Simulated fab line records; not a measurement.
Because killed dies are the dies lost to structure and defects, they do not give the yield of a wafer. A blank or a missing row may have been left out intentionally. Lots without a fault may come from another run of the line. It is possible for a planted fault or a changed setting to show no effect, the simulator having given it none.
fab line records | flow n5-finfet
record lots=11 wafers=33 last-day=19
route steps=1938 shown BEOL_M2@900 BEOL_M4@1111 PASSIVATION@1936
lots that met no fault: taken from a fault-free run of the same line
start-h: hours from the record's first day to the start of the lot's first wafer shown | wait-h: time in hours since the lot's previous step | " same as the row above | L1.1+2: a row that stands for several wafers | - no value present, or no start provided | * or withheld: withheld | < > ~ a bound
route shown NAME@n: NAME is a module with steps in the file, n the number in the route of the first one | usual: the fault-free wafers' mean and standard deviation | same: alike in all rows | chamber/n: place in a boat | sites: each site's reading | _std_site: standard deviation of those values | _edge_site: mean of outer sites minus mean of inner sites | radius-mm: for every site, how far away it sits from the centre of the wafer | mask NAME#n: copy n | behind: the tool/chamber that last shaped the wafer | hold: what put the lot on hold/how long, in hours/how the hold closed | device: transistor that didn't switch, given as n, p or np | end of line: the route-end tests of the same wafers | where a step has no rows: the recipe by itself | killed: the dies lost at the first sort to structure and to defects; this is not the yield of the wafer | map: a wafer's dies, marking killed ones x, the rest . and places with no die _
set.NAME: setting as actually run; set.NAME@STEP: the setting as run at that earlier step | model.NAME: the simulator's own value behind a step, which no gauge read
the route's steps for a sample of lots (tables are steps, rows are wafers)
services: the hour from which a tool's chamber was out of use, counted from the record's first day as start-h (under 0 if before that day), plus the number of hours and why
## steps
# step N5_BEOL_M2_PRE_CLEAN_45
# recipe gas=H2/He time-s=30 temp-c=250
# usual heater-power-w=337/35
# columns lot.wafer tool chamber start-h wait-h heater-power-w
L107.2 pvd-sputter-01 - 171.71 0.0 363
L107.5 " - " " 360
L107.6 " - " " 284
L109.2 pvd-sputter-03 - 181.35 0.0 282
L109.4 " - " " 316
L109.6 " - " " 289
L112.1 pvd-sputter-01 - 181.78 0.0 338
L112.4 " - " " 329
L112.5 " - " " 342
L113.1 pvd-sputter-02 - 189.55 0.0 361
L113.3 " - " " 410
L113.6 " - " " 400
L114.3 pvd-sputter-03 - 194.58 0.0 317
L114.5 " - " " 374
L114.6 " - " " 369
L115.3 pvd-sputter-01 - 199.24 0.0 337
L115.5 " - " " 330
L115.6 " - " " 324
L124.1 pvd-sputter-03 - 257.20 0.0 328
L124.2 " - " " 289
L124.4 " - " " 367
L125.1 pvd-sputter-02 - 273.78 0.0 364
L125.3 " - " " 402
L125.5 " - " " 408
L129.2 pvd-sputter-02 - 280.10 0.0 369
L129.3 " - " " 347
L129.6 " - " " 309
L128.1 pvd-sputter-03 - 284.92 0.0 317
L128.4 " - " " 369
L128.5 " - " " 314
L130.3 pvd-sputter-02 - 287.74 0.0 309
L130.4 " - " " 341
L130.5 " - " " 408
# step N5_BEOL_M2_SURFACE_TREAT_85
# recipe gas=Ar time-s=* ion-energy-ev=* ion-current-ma-cm2=0.5 pressure-mtorr=* ar-flow-sccm=30
# usual throttle-valve-pct=*
# columns lot.wafer tool chamber start-h wait-h throttle-valve-pct
L107.2 pvd-sputter-03 - 172.05 0.2 *
L107.5 " - " " *
L107.6 " - " " *
L109.2 pvd-sputter-02 - 181.73 0.2 *
L109.4 " - " " *
L109.6 " - " " *
L112.1 pvd-sputter-03 - 182.08 0.1 *
L112.4 " - " " *
L112.5 " - " " *
L113.1 pvd-sputter-01 - 191.28 1.6 *
L113.3 " - " " *
L113.6 " - " " *
L114.3 pvd-sputter-03 - 195.06 0.2 *
L114.5 " - " " *
L114.6 " - " " *
L115.3 pvd-sputter-02 - 199.74 0.2 *
L115.5 " - " " *
L115.6 " - " " *
L124.1 pvd-sputter-02 - 257.55 0.2 *
L124.2 " - " " *
L124.4 " - " " *
L125.1 pvd-sputter-02 - 274.10 0.2 *
L125.3 " - " " *
L125.5 " - " " *
L129.2 pvd-sputter-02 - 280.46 0.2 *
L129.3 " - " " *
L129.6 " - " " *
L128.1 pvd-sputter-02 - 285.22 0.1 *
L128.4 " - " " *
L128.5 " - " " *
L130.3 pvd-sputter-02 - 288.10 0.2 *
L130.4 " - " " *
L130.5 " - " " *
# step N5_BEOL_M2_SPUTTER_48
# recipe material=Cu target-thk-a=45 temp-c=-20 chamber-pressure-pa=0.07 power-w=withheld time-s=8.29
# usual throttle-valve-pct=30.2/0.99
# columns lot.wafer tool chamber start-h wait-h throttle-valve-pct
L107.2 pvd-sputter-01 - 172.32 0.1 30.7
L107.5 " - " " 30.3
L107.6 " - " " 30.6
L109.2 pvd-sputter-01 - 181.95 0.1 30.3
L109.4 " - " " 28.1
L109.6 " - " " 30.3
L112.1 pvd-sputter-03 - 182.30 0.1 31.1
L112.4 " - " " 30.4
L112.5 " - " " 29.4
L113.1 pvd-sputter-03 - 191.56 0.1 29.9
L113.3 " - " " 31.5
L113.6 " - " " 31.1
L114.3 pvd-sputter-01 - 195.44 0.2 30.7
L114.5 " - " " 28.3
L114.6 " - " " 30.5
L115.3 pvd-sputter-03 - 200.26 0.2 29.7
L115.5 " - " " 29.8
L115.6 " - " " 31.3
L124.1 pvd-sputter-03 - 257.95 0.2 31.5
L124.2 " - " " 30.1
L124.4 " - " " 29.7
L125.1 pvd-sputter-02 - 274.34 0.1 30.4
L125.3 " - " " 29.9
L125.5 " - " " 29.6
L129.2 pvd-sputter-01 - 280.78 0.1 28.2
L129.3 " - " " 30.9
L129.6 " - " " 28.1
L128.1 pvd-sputter-01 - 285.52 0.1 28.1
L128.4 " - " " 30.1
L128.5 " - " " 30.2
L130.3 pvd-sputter-01 - 288.76 0.3 28.3
L130.4 " - " " 30.3
L130.5 " - " " 30.1
# step N5_BEOL_M2_ANNEAL_89
# recipe temp-c=400 time-s=240 ambient=vacuum
# usual heater-power-w=839/82 susceptor-temp-C=399.98/0.22
# columns lot.wafer tool chamber start-h wait-h heater-power-w susceptor-temp-C
L107.2 pvd-sputter-01 - 173.28 0.0 888 399.84
L107.5 " - " " 723 400.18
L107.6 " - " " 874 400.14
L109.2 pvd-sputter-01 - 182.91 0.0 715 399.90
L109.4 " - " " 858 399.90
L109.6 " - " " 732 400.04
L112.1 pvd-sputter-03 - 183.26 0.0 - -
L112.4 " - " " - -
L112.5 " - " " - -
L113.1 pvd-sputter-03 - 192.52 0.0 - -
L113.3 " - " " - -
L113.6 " - " " - -
L114.3 pvd-sputter-01 - 196.40 0.0 - -
L114.5 " - " " - -
L114.6 " - " " - -
L115.3 pvd-sputter-03 - 201.22 0.0 925 399.93
L115.5 " - " " 932 399.94
L115.6 " - " " 704 399.74
L124.1 pvd-sputter-03 - 258.91 0.0 802 400.07
L124.2 " - " " 931 400.07
L124.4 " - " " 972 400.02
L125.1 pvd-sputter-02 - 275.30 0.0 1002 400.16
L125.3 " - " " 871 399.81
L125.5 " - " " 778 400.28
L129.2 pvd-sputter-01 - 281.74 0.0 845 399.90
L129.3 " - " " 862 400.43
L129.6 " - " " 862 399.59
L128.1 pvd-sputter-01 - 286.48 0.0 840 400.29
L128.4 " - " " 709 399.97
L128.5 " - " " 832 399.89
L130.3 pvd-sputter-01 - 289.72 0.0 862 399.82
L130.4 " - " " 713 399.68
L130.5 " - " " 824 400.10
# step N5_BEOL_M4_RC_MEAS_101
# usual DIBL_N=36.6/1.9 DIBL_P=36.7/2.2 IOFF_N=0.16/0.035 IOFF_P=0.22/0.038 ION_N=672/14 ION_P=462/8.3 SS_N=71.6/0.65 SS_P=73.5/0.72 VT_N=250/3.5 VT_P=-250/3.1
# columns lot.wafer tool chamber start-h wait-h DIBL_N[mV/V] DIBL_P[mV/V] IOFF_N[nA/um] IOFF_P[nA/um] ION_N[uA/um] ION_P[uA/um] SS_N[mV/dec] SS_P[mV/dec] VT_N[mV] VT_P[mV]
L107.2 prober-01 0 203.17 0.2 39.2 40.5 0.22 0.34 686 483 71.1 74.5 243 -239
L107.5 " 0 " " 37.5 39.0 0.17 0.29 677 471 71.0 73.9 247 -244
L107.6 " 0 " " 33.2 32.6 0.10 0.18 646 455 69.9 72.5 255 -252
L109.2 prober-02 0 218.38 0.2 37.3 37.3 0.16 0.25 690 480 71.2 73.6 248 -247
L109.4 " 0 " " 33.2 32.7 0.11 0.18 685 474 70.0 72.5 253 -250
L109.6 " 0 " " 34.2 34.5 0.13 0.20 676 477 70.5 72.5 251 -249
L112.1 prober-02 0 222.91 0.0 35.6 35.6 0.12 0.20 653 462 71.6 72.9 255 -250
L112.4 " 0 " " 37.4 37.6 0.16 0.22 651 448 72.3 73.5 252 -251
L112.5 " 0 " " 34.8 36.4 0.13 0.21 661 462 70.8 73.2 253 -248
L113.1 prober-02 0 226.45 0.0 35.9 36.8 0.17 0.24 691 476 71.0 73.7 249 -249
L113.3 " 0 " " 37.2 37.1 0.17 0.22 664 455 72.0 74.0 251 -249
L113.6 " 0 " " 36.9 37.2 0.16 0.23 670 462 72.5 74.4 252 -249
L114.3 prober-01 0 237.16 0.3 35.9 35.8 0.14 0.16 675 454 71.9 73.2 254 -256
L114.5 " 0 " " 37.0 38.1 0.17 0.21 661 455 71.1 74.0 250 -252
L114.6 " 0 " " 38.1 38.4 0.18 0.22 685 465 72.2 74.1 250 -254
L115.3 prober-01 0 238.77 0.3 36.2 36.5 0.14 0.21 674 459 71.4 73.3 256 -252
L115.5 " 0 " " 36.9 37.1 0.16 0.23 673 467 71.7 74.2 251 -245
L115.6 " 0 " " 35.3 35.5 0.13 0.20 674 465 71.0 73.5 251 -250
L124.1 prober-02 0 293.14 0.0 36.2 37.9 0.19 0.24 674 467 71.5 74.5 246 -247
L124.2 " 0 " " 36.8 38.9 0.19 0.25 671 464 71.4 73.9 248 -248
L124.4 " 0 " " 35.7 37.4 0.18 0.23 679 465 72.3 73.9 247 -247
L125.1 prober-02 0 301.59 0.0 38.5 37.6 0.19 0.21 674 453 72.4 74.1 246 -251
L125.3 " 0 " " 39.1 38.6 0.21 0.23 693 471 72.5 74.6 247 -252
L125.5 " 0 " " 37.1 36.5 0.17 0.20 686 466 71.5 73.9 246 -253
L129.2 prober-02 0 319.81 0.2 38.0 37.2 0.19 0.26 699 472 71.8 73.5 249 -244
L129.3 " 0 " " 39.0 39.1 0.23 0.31 682 467 71.8 74.1 245 -244
L129.6 " 0 " " 37.8 36.6 0.18 0.25 674 463 72.4 73.6 248 -245
L128.1 prober-02 0 326.31 0.0 38.1 37.1 0.19 0.25 669 458 71.4 73.8 249 -248
L128.4 " 0 " " 35.2 34.2 0.14 0.19 680 466 71.2 72.6 251 -250
L128.5 " 0 " " 35.7 34.4 0.14 0.21 678 474 71.6 73.6 249 -248
L130.3 prober-01 0 328.16 0.3 37.0 38.4 0.17 0.22 674 467 71.4 73.3 251 -250
L130.4 " 0 " " 36.8 38.0 0.17 0.24 676 459 72.2 74.1 248 -248
L130.5 " 0 " " 38.7 39.6 0.20 0.26 694 470 72.2 73.6 249 -248
# step N5_PASSIVATION_PROBE_49
# usual defect-limited-yield=91.6/1.4 killed_at_M0_to_M3=35/10 killed_at_M4_up=13/4.8 killed-at-contacts=12/7.2 killed-at-front-end=36/12 killed-at-other=4/3.1 killed-dies=100/17 killed-open=66/13 killed-short=32/7.3 sort_bin_5_function=5.0/0.94 sort_bin_6_memory=3.1/0.67 sort_bin_8_speed=0.01/0.047 sort-n-pass=1080/17 sort-yield-pct=91.6/1.4
# same gross-dies=1180 killed-at-back-side=0 sort_bin_4_leakage[%]=0
# columns lot.wafer tool chamber start-h wait-h defect-limited-yield[%] killed_at_M0_to_M3 killed_at_M4_up killed-at-contacts killed-at-front-end killed-at-other killed-dies killed-open killed-short sort_bin_5_function[%] sort_bin_6_memory[%] sort_bin_8_speed[%] sort-n-pass sort-yield-pct[%]
L113.1 prober-02 - 342.21 0.0 92.6 19 13 6 39 10 87 55 30 4.6 2.4 0 1093 92.6
L113.3 prober-02 - 342.31 0.1 89.7 45 9 6 55 6 121 82 34 5.9 3.8 0 1059 89.7
L113.6 prober-02 - 342.46 0.3 91.9 40 9 5 39 2 95 62 33 4.9 3.1 0 1085 91.9
L124.1 prober-01 - 409.14 0.0 89.8 60 11 14 34 1 120 80 40 5.7 4.2 0 1060 89.8
L124.2 prober-01 - 409.19 0.1 92.7 29 12 13 32 0 86 54 29 4.6 2.4 0 1094 92.7
L124.4 prober-01 - 409.29 0.2 89.7 48 22 15 35 1 121 94 27 5.3 4.5 0 1059 89.7
L125.1 prober-02 - 427.98 0.0 92.2 28 12 5 44 3 92 61 30 5.2 2.0 0 1088 92.2
L125.3 prober-02 - 428.08 0.1 92.0 37 16 13 25 3 94 61 33 4.9 2.7 0 1086 92.0
L125.5 prober-02 - 428.18 0.2 91.1 23 20 4 56 2 105 80 25 5.7 3.1 0 1075 91.1
L128.1 prober-02 - 443.70 0.0 91.6 27 12 11 46 3 99 66 33 5.8 2.5 0 1081 91.6
L128.4 prober-02 - 443.85 0.2 87.4 38 26 17 63 5 149 95 54 7.2 5.0 0 1031 87.4
L128.5 prober-02 - 443.90 0.2 89.7 46 18 8 46 4 122 84 35 6.5 3.6 0 1058 89.7
# killed by level:class
L113.1 STI_FIN_REVEAL:geometric-particle:open=11 GATE_CUT:geometric-particle:short=9 BEOL_M2:geometric-particle:open=5 FIN_SAQP:geometric-particle:short=4 FIN_SAQP:geometric-particle:open=4 BEOL_M0_SAQP:geometric-particle:open=4 MOL_CONTACT_COAG:geometric-particle:open=4 BEOL_M3:geometric-particle:open=4
L113.3 STI_FIN_REVEAL:geometric-particle:open=22 BEOL_M2:geometric-particle:open=11 BEOL_M0_SAQP:geometric-particle:short=10 BEOL_M1:geometric-particle:open=8 GATE_CUT:geometric-particle:short=7 MOL_CONTACT_COAG:geometric-particle:open=6 FIN_SAQP:geometric-particle:short=5 DUMMY_GATE:geometric-particle:open=5
L113.6 BEOL_M3:geometric-particle:open=10 GATE_CUT:geometric-particle:short=8 DUMMY_GATE:geometric-particle:open=7 BEOL_M0_SAQP:geometric-particle:short=7 BEOL_M0:geometric-particle:open=6 GATE_CUT:geometric-particle:open=5 BEOL_M2:geometric-particle:open=5 STI_FIN_REVEAL:geometric-particle:open=4
L124.1 BEOL_M0_SAQP:geometric-particle:open=23 BEOL_M0_SAQP:geometric-particle:short=14 BEOL_M3:geometric-particle:open=11 MOL_CONTACT_COAG:geometric-particle:open=10 STI_FIN_REVEAL:geometric-particle:open=9 BEOL_M3:geometric-particle:short=8 GATE_CUT:geometric-particle:short=5 DUMMY_GATE:geometric-particle:open=4
L124.2 MOL_CONTACT_COAG:geometric-particle:open=11 STI_FIN_REVEAL:geometric-particle:open=10 BEOL_M0_SAQP:geometric-particle:short=10 BEOL_M0_SAQP:geometric-particle:open=5 BEOL_M3:geometric-particle:open=5 STI_FIN_REVEAL:geometric-particle:short=4 FIN_SAQP:geometric-particle:open=3 BEOL_M0:geometric-particle:open=3
L124.4 STI_FIN_REVEAL:geometric-particle:open=15 BEOL_M4:geometric-particle:open=14 MOL_CONTACT_COAG:geometric-particle:open=13 BEOL_M3:geometric-particle:open=12 BEOL_M0_SAQP:geometric-particle:open=10 BEOL_M0_SAQP:geometric-particle:short=9 BEOL_M1:geometric-particle:open=8 FIN_SAQP:geometric-particle:open=5
L125.1 BEOL_M2:geometric-particle:open=12 STI_FIN_REVEAL:geometric-particle:open=10 GATE_CUT:geometric-particle:short=8 BEOL_M0_SAQP:geometric-particle:open=6 DUMMY_GATE:geometric-particle:open=5 FIN_SAQP:geometric-particle:short=4 MOL_CONTACT_COAG:geometric-particle:open=4 GATE_CUT:geometric-particle:open=4
L125.3 BEOL_M2:geometric-particle:open=10 MOL_CONTACT_COAG:geometric-particle:open=9 STI_FIN_REVEAL:geometric-particle:open=7 BEOL_M0_SAQP:geometric-particle:open=7 GATE_CUT:geometric-particle:short=5 BEOL_M4:geometric-particle:open=5 MOL_CONTACT_COAG:geometric-particle:short=4 BEOL_M0_SAQP:geometric-particle:short=4
L125.5 STI_FIN_REVEAL:geometric-particle:open=23 BEOL_M4:geometric-particle:open=12 FIN_SAQP:geometric-particle:open=11 BEOL_M0_SAQP:geometric-particle:open=7 STI_FIN_REVEAL:geometric-particle:short=5 GATE_CUT:geometric-particle:short=4 BEOL_M0_SAQP:geometric-particle:short=4 BEOL_M2:geometric-particle:open=4
L128.1 FIN_SAQP:geometric-particle:short=14 MOL_CONTACT_COAG:geometric-particle:open=11 FIN_SAQP:geometric-particle:open=7 GATE_CUT:geometric-particle:short=7 STI_FIN_REVEAL:geometric-particle:open=6 BEOL_M0_SAQP:geometric-particle:open=6 BEOL_M1:geometric-particle:open=6 BEOL_M2:geometric-particle:open=6
L128.4 BEOL_M4:geometric-particle:open=16 MOL_CONTACT_COAG:geometric-particle:open=13 STI_FIN_REVEAL:geometric-particle:open=12 BEOL_M0_SAQP:geometric-particle:short=11 FIN_SAQP:geometric-particle:short=10 FIN_SAQP:geometric-particle:open=8 BEOL_M2:geometric-particle:open=7 STI_FIN_REVEAL:geometric-particle:short=6
L128.5 BEOL_M1:geometric-particle:open=17 BEOL_M4:geometric-particle:open=9 FIN_SAQP:geometric-particle:short=7 BEOL_M0_SAQP:geometric-particle:open=7 BEOL_M3:geometric-particle:open=7 BEOL_M1:geometric-particle:short=7 FIN_SAQP:geometric-particle:open=5 STI_FIN_REVEAL:geometric-particle:open=5
## services
# columns tool chamber start-h hours kind
pvd-sputter-02 - 168.67 3.0 repair
pvd-sputter-01 - 272.01 0.5 repair
## key
first-sign step=N5_BEOL_M2_ANNEAL_89 reading=tool-record direction=missing
effect none on later readings
met-at N5_BEOL_M2_ANNEAL_89
struck-lots L112,L113,L114
not-acting-at N5_BEOL_M2_PRE_CLEAN_45,N5_BEOL_M2_SURFACE_TREAT_85,N5_BEOL_M2_SPUTTER_48
onset-between 182.91 183.26
fault kind=skipped-step-whole tool=pvd-sputter-01,pvd-sputter-03 chamber=- onset-h=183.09 steps=N5_BEOL_M2_ANNEAL_89 scope=struck-lots-only
